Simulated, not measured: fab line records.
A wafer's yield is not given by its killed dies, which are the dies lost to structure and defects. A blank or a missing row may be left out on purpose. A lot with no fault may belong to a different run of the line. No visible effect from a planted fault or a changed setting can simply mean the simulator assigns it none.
A struck lot beside a sound one -- flow n5-finfet -- 35 out of 1938 route steps
Sound: wafers L357.1, L357.4, L357.6. Wafers L348.2, L348.3 were the ones struck. Last of all comes the cause.
At each step with rows: each side's tool, then ch and its chambers, then its first start. Under that, the readings that differ: sound wafers -- struck wafers -- difference of the means -- sigmas: that difference in standard deviations of wafers without a fault.
alike: words and numbers the same on both sides, and readings whose means are apart by under 2 such deviations; not compared: readings that were withheld, readings missing a value for some wafer, numbers with overlapping values and no deviation given by the record, and bounds like >300 which may hide the same value.
A row with sigmas, a row that says differs or no value, or rows on one side alone: a step with any of these is where the two part. Numbers that have no deviation but don't overlap get no sigmas and don't part them. A reading missing from all wafers of one side parts the sides only when that side holds two or more wafers.

first, 10 steps without rows for these wafers: N5_BEOL_M9_TRENCH_ETCH_37 (etches SiCOH lowk in C4F6/O2, target depth 151.43 nm, time 49 s); N5_BEOL_M9_ETCH_41 (etches SiCN in CH3F/O2, target depth 36.6 nm, time 70.1 s); N5_BEOL_M9_STRIP_80 (strips in N2/H2, time 10 s); N5_BEOL_M9_HM_STRIP_39 (strips TiN in peroxide tin strip, target depth 25 nm, time 158 s); N5_BEOL_M9_SRD_40 (time 30 s); N5_BEOL_M9_PRECLEAN_42 (cleans in residue remover, time 60 s); N5_BEOL_M9_SRD_43 (time 30 s); N5_BEOL_M9_CURE_72 (cures SiCOH lowk, time 120 s); N5_BEOL_M9_DEGAS_44 (time 60 s); N5_BEOL_M9_PRE_CLEAN_45 (time 30 s).
N5_BEOL_M9_ALD_74: deposits TaN, target thk 2 nm, pulse time 2 s, purge time 3 s.
  sound on ald-metal-03 ch 1,3, day 14 07:14; struck on ald-metal-04 ch 0,3, day 11 20:58
reading,sound,struck,difference,sigmas
ald-cycles,40 40 40,30 30,-10,
model.TaN_of_BEOL_M9_ALD_74.thk-nm (nm),2 2 2,1.4 1.6,-0.5,
  alike: heater-power-w
then, 22 steps without rows for these wafers: N5_BEOL_M9_SURFACE_TREAT_79; N5_BEOL_M9_CVD_78 (deposits Co from CCTBA/H2, target thk 2 nm, time 138.9 s); N5_BEOL_M9_SPUTTER_48 (material Cu, target thk 12 nm, time 2 s); N5_BEOL_M9_ECD_50 (material Cu, target thk 318 nm); N5_BEOL_M9_ANNEAL_51 (time 90 s); N5_BEOL_M9_CMP_52 (polishes, stops on SiCOH lowk, t overpolish 7 s, target thk 140 nm); N5_BEOL_M9_PRE_CLEAN_55 (time 15 s); N5_BEOL_M9_DEP_56 (deposits SiCN from 3MS/NH3, target thk 15 nm, time 26.5 s); N5_BEOL_M10_ILD_DEP_00 (deposits SiCOH lowk from DEMS/porogen, target thk 308.51 nm, time 58 s); N5_BEOL_M10_CURE_71 (cures SiCOH lowk, time 240 s); N5_BEOL_M10_PECVD_70 (deposits SiO2 from TEOS/O2, target thk 20 nm, time 22.7 s); N5_BEOL_M10_HM_DEP_02 (deposits TiN, target thk 20 nm); N5_BEOL_M10_COAT_59 (time 60 s, resist thk 100 nm); N5_BEOL_M10_COAT_60 (time 60 s, resist thk 30 nm); N5_BEOL_M10_COAT_05 (resist thk 90 nm); N5_BEOL_M10_EBR_07; N5_BEOL_M10_SOFTBAKE_06 (time 60 s); N5_BEOL_M10_EXPOSE_08 (exposes mask M10); N5_BEOL_M10_PEB_09 (peb time 60 s); N5_BEOL_M10_DEVELOP_10 (develop time 30 s); N5_BEOL_M10_DESCUM_16 (chemistry O2, time 7.9 s); N5_BEOL_M10_ETCH_61 (etches SiARC in CF4, target depth 39 nm, time 65 s).
N5_BEOL_M15_RC_MEAS_101:
  sound on prober-01 ch 0, day 15 22:08; struck on prober-02 ch 0, day 13 17:08
reading,sound,struck,difference,sigmas
COMB_M15 (S/m),1.8e-12 5e-13 1.1e-12,3e-12 3.2e-12,+2e-12,+3
COMB_M9 (S/m),9e-12 1.3e-11 1.3e-11,2.7e-11 2e-11,+1.2e-11,+4
  alike: COMB_M10, COMB_M11, COMB_M12, COMB_M13, COMB_M13_max_site, COMB_M14, COMB_M5, COMB_M6, COMB_M7, COMB_M8, SERP_M10, SERP_M11, SERP_M12, SERP_M13, SERP_M14, SERP_M5, SERP_M6, SERP_M7, SERP_M8, SERP_M9
N5_PASSIVATION_PROBE_49:
  struck on prober-01, day 14 07:24; sound on prober-01, day 16 14:55
reading,sound,struck,difference,sigmas
killed-open,91 75 79,42 63,-29,-2
  alike: defect-limited-yield, killed_at_M0_to_M3, killed_at_M4_up, killed-at-contacts, killed-at-front-end, killed-at-other, killed-dies, killed-short, sort_bin_5_function, sort_bin_6_memory, sort-n-pass, sort-yield-pct
  not compared: sort_bin_4_leakage

== WHERE THEY PART ==
First at N5_BEOL_M15_RC_MEAS_101; last, within this record, at N5_PASSIVATION_PROBE_49.

WHY: what the simulator had put in
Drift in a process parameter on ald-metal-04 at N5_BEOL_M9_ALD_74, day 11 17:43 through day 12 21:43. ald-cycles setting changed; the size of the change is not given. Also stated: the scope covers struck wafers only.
